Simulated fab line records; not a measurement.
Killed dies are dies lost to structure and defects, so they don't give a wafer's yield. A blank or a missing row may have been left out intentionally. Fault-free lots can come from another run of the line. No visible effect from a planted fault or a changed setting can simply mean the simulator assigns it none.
Comparing a struck lot with a sound one ; flow n5 finfet ; 14 out of 1938 route steps
Sound: these wafers, L412.1, L412.4, L412.6. Wafers struck: L432.1, L432.4, L432.6. Last of all comes the cause.
Order at every step that has rows: each side's tool, ch and its chambers, its first start. Under that, the readings that differ: sound wafers ; struck wafers ; difference of the means ; sigmas: that difference in standard deviations of wafers without a fault.
alike: readings with means less than 2 such deviations apart, plus words and numbers identical on both sides. not compared: withheld readings, readings lacking a value on some wafer, bounds such as >300 that could conceal the same value, and numbers that have no deviation in the record and whose values overlap.
The two part at a step that has a row with sigmas, a row that says differs or no value, or rows on one side only. Numbers that have no deviation but don't overlap get no sigmas and don't part them. Lack of a reading on every wafer of one side parts them only where that side has two or more wafers.

first, 1 step without rows for these wafers: N5_BEOL_M14_HARDBAKE_14 (time 120 s).
N5_BEOL_M14_CD_MEAS_10 targets a cd of 250 nm.
  sound on cd sem-01 ch 0, day 11 18:10; struck on cd sem-02 ch 0, day 17 05:10
  alike: cd nm
N5_BEOL_M14_OVL_MEAS_11:
  sound on overlay-01 ch 0, day 11 18:12; struck on overlay-02 ch 0, day 17 05:11
  alike: V13_OVL
N5_BEOL_M14_INSPECT_12: inspects for defects (macro).
  sound on defect inspect-02, day 11 18:14; struck on defect inspect-02, day 17 05:13
  alike: raw defect count
N5_BEOL_M14_DESCUM_15: chemistry O2, time 7.9 s.
  sound on rie diel-04 ch 0,2,3, day 11 18:16; struck on rie diel-03 ch 1,2,3, day 17 05:15
  alike: drypump motor current A, oes product au, rf vpp V, showerhead plenum p Torr, throttle valve pct
  not compared: rf hours counter h
N5_BEOL_M14_ETCH_59: etches BARC in N2/H2, target depth 89 nm, overetch 26.7 nm, time 67.9 s.
  sound on rie diel-04 ch 0,2,3, day 11 18:18; struck on rie diel-03 ch 1,2,3, day 17 05:17
  alike: drypump motor current A, n2 flow sccm, oes product au, rf vpp V, showerhead plenum p Torr, throttle valve pct
  not compared: rf hours counter h
N5_BEOL_M14_VIA_ETCH_16: etches SiO2 in C4F8/O2/Ar, target depth 1231.3 nm.
  sound on rie diel-04 ch 0,2,3, day 11 18:21; struck on rie diel-03 ch 1,2,3, day 17 05:20
  alike: drypump motor current A, oes product au, rf vpp V, showerhead plenum p Torr, throttle valve pct
N5_BEOL_M14_STRIP_63: strips in O2.
  sound: rie diel-04 ch 0,2,3; struck: rie diel-03 ch 1,2,3
  alike: drypump motor current A, oes product au, rf vpp V, showerhead plenum p Torr, throttle valve pct
  not compared: rf hours counter h
N5_BEOL_M14_STRIP_64: strips in O2.
  sound: rie diel-04 ch 0,2,3; struck: rie diel-03 ch 1,2,3
  alike: drypump motor current A, oes product au, rf vpp V, showerhead plenum p Torr, throttle valve pct
  not compared: rf hours counter h
then, 2 steps without rows for these wafers: N5_BEOL_M14_STRIP_71 (strips in post etch residue remover, time 60 s); N5_BEOL_M14_SRD_72 (time 30 s, dry time 30 s).
N5_BEOL_M14_CD_MEAS_17 targets a cd of 250 nm.
  sound on cd sem-03, day 11 18:42; struck on cd sem-03, day 17 05:41
  alike: cd nm
N5_BEOL_M14_COAT_65: time 60 s, resist thk 450 nm.
  sound on litho track-03 ch 0, day 11 18:44; struck on litho track-02 ch 0, day 17 05:43
reading;sound;struck;difference;sigmas
spin speed rpm (rpm);1499.1 1499.2 1499.0;1627.4 1626.6 1626.2;+127.6;+99 or more
model.SOC_of_BEOL_M14_COAT_65.thk nm (nm);450 449.2 449.2;432.4 434 433.2;-16.3;
  alike: chill plate temp C
then, 1 step without rows for these wafers: N5_BEOL_M14_COAT_66 (time 60 s, resist thk 110 nm).

WHERE THEY PART
At N5_BEOL_M14_COAT_65 and nowhere else, as far as this record goes.

WHY: what had been put in by the simulator
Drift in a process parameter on litho track-02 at N5_BEOL_M14_COAT_65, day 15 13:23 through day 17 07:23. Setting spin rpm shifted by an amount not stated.
